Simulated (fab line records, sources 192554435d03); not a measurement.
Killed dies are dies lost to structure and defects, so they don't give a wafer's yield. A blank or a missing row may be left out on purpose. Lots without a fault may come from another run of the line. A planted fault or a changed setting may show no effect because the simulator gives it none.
Problem report in the 8D (eight disciplines) form, filled by code | flow n5_finfet | the parts of the form that need people (team, actions taken, sign-off) are left out

1. THE PROBLEM
spin_speed_rpm at N5_BEOL_M7_COAT_05 reads a mean of 1555.2 rpm on 6 wafers of 2 lots; wafers without a fault read 1500.1 rpm with a standard deviation of 0.9. That is +61 standard deviations from the usual mean.
The step: resist thk 90 nm.
First seen on wafer L230.1, day 10 17:16, on litho_track-01. The record holds 33 wafers of 11 lots with a number at this step. Rule for "out", or "out of limits": more than 4 standard deviations from the usual mean. The other wafers with a number count as sound.

2. WHAT IT IS AND WHAT IT IS NOT
question                    | is                     | is not
which readings at this step | spin_speed_rpm         | -
which lots                  | L230, L231             | L226, L227, L229, L239, L241, L242, L243, L244, L245
which wafers of those lots  | all that have a number | -
read on which tools         | litho_track-01         | litho_track-02, litho_track-04
when                        | from day 10 17:16      | up to then (9 sound wafers); but 18 sound wafers of L239, L241, L242, L243, L244, L245 came after

3. SUSPECTS, AND WHAT RULES EACH OUT
Counting: a tool at a process step up to the reading stays a suspect if it ran every lot that is out and no sound lot after the first of them.
- litho_track-01 at N5_BEOL_M7_COAT_05 (resist thk 90 nm): ruled out as a lasting fault. Sound lots L244, L245 ran on it after its first lot that is out, L230 (day 10 17:16).
Left after counting: nothing in the record.

4. THE CAUSE (what the simulator had put in)
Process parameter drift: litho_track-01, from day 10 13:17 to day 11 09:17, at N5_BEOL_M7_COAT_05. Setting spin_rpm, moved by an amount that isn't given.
Counting ruled it out, wrongly.

5. THE CHAIN OF EFFECTS, in route order
Each row: a reading whose mean over the struck wafers that have a number lies more than 3 standard deviations from the usual. Only readings for which the record gives a usual standard deviation are gone through. hours: the time from each lot's start at the first step in this table that gives one to its start at this step, as a median over the lots. sigmas: the change in usual standard deviations.
hours | step               | reading        | usual      | on struck wafers | change | sigmas
0     | N5_BEOL_M7_COAT_05 | spin_speed_rpm | 1500.1 rpm | 1555.2           | +55.2  | +61
The process steps in it:
- N5_BEOL_M7_COAT_05: resist thk 90 nm.

6. WHAT WOULD HAVE CAUGHT IT SOONER
In this record the first reading out of limits was taken at day 10 17:16, 4 hours after the fault began at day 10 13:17.
